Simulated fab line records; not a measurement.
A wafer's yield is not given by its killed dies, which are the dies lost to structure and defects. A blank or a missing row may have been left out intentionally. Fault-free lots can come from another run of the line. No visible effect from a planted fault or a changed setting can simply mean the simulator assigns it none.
Matching of chambers + flow n5 finfet + rie diel-05 running N5_BEOL_M8_ETCH_61: 4 sister chambers
The step etches SiARC in CF4, target depth 45.5 nm, time 75.8 s. 8 wafers are shown with their chamber, then 10 later ones without.

== WAFERS PAIRED WITH THEIR CHAMBERS ==
| wafer  | chamber | drypump motor current A (A) | showerhead plenum p Torr (Torr) |
|--------|---------|-----------------------------|---------------------------------|
| L075.4 | 2       | 5.86                        | 2.11                            |
| L076.1 | 2       | 5.86                        | 2.11                            |
| L081.5 | 1       | 5.85                        | 2.20                            |
| L082.6 | 0       | 5.82                        | 2.10                            |
| L087.4 | 1       | 5.82                        | 2.19                            |
| L087.6 | 3       | 5.31                        | 2.09                            |
| L091.2 | 0       | 5.77                        | 2.09                            |
| L091.4 | 3       | 5.28                        | 2.08                            |

== WAFERS MISSING THEIR CHAMBER ==
| wafer  | drypump motor current A (A) | showerhead plenum p Torr (Torr) |
|--------|-----------------------------|---------------------------------|
| L091.6 | 5.28                        | 2.08                            |
| L094.4 | 5.27                        | 2.08                            |
| L094.5 | 5.85                        | 2.19                            |
| L094.6 | 5.84                        | 2.10                            |
| L095.1 | 5.83                        | 2.19                            |
| L095.5 | 5.85                        | 2.09                            |
| L095.6 | 5.81                        | 2.19                            |
| L097.1 | 5.82                        | 2.19                            |
| L097.4 | 5.86                        | 2.09                            |
| L097.5 | 5.83                        | 2.19                            |

== CHAMBER TAKEN BY EACH ==
| wafer  | from the rows above     | in truth |
|--------|-------------------------|----------|
| L091.6 | 3                       | 3        |
| L094.4 | 3                       | 3        |
| L094.5 | 1                       | 1        |
| L094.6 | can't be placed: 2 or 0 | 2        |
| L095.1 | 1                       | 1        |
| L095.5 | can't be placed: 0 or 2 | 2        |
| L095.6 | 1                       | 1        |
| L097.1 | 1                       | 1        |
| L097.4 | can't be placed: 0 or 2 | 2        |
| L097.5 | 1                       | 1        |
Correct placement for 7 of the 10. Not placeable from these rows: 3 (in 3, the candidates include the true chamber). 0 placed wrongly.
How it was worked out, from the rows above alone: a wafer's distance from a chamber is the root of the sum, over the readings, of the square of ((its reading less the chamber's mean) divided by the reading's scatter). The wafer belongs to the nearest chamber; if the next one is less than 2 further off, it can't be placed. Each chamber's mean is taken over the wafers shown for it. The scatter: the root of (the sum of the squares of (reading less its chamber's mean) over the shown wafers, divided by (wafers less chambers)).
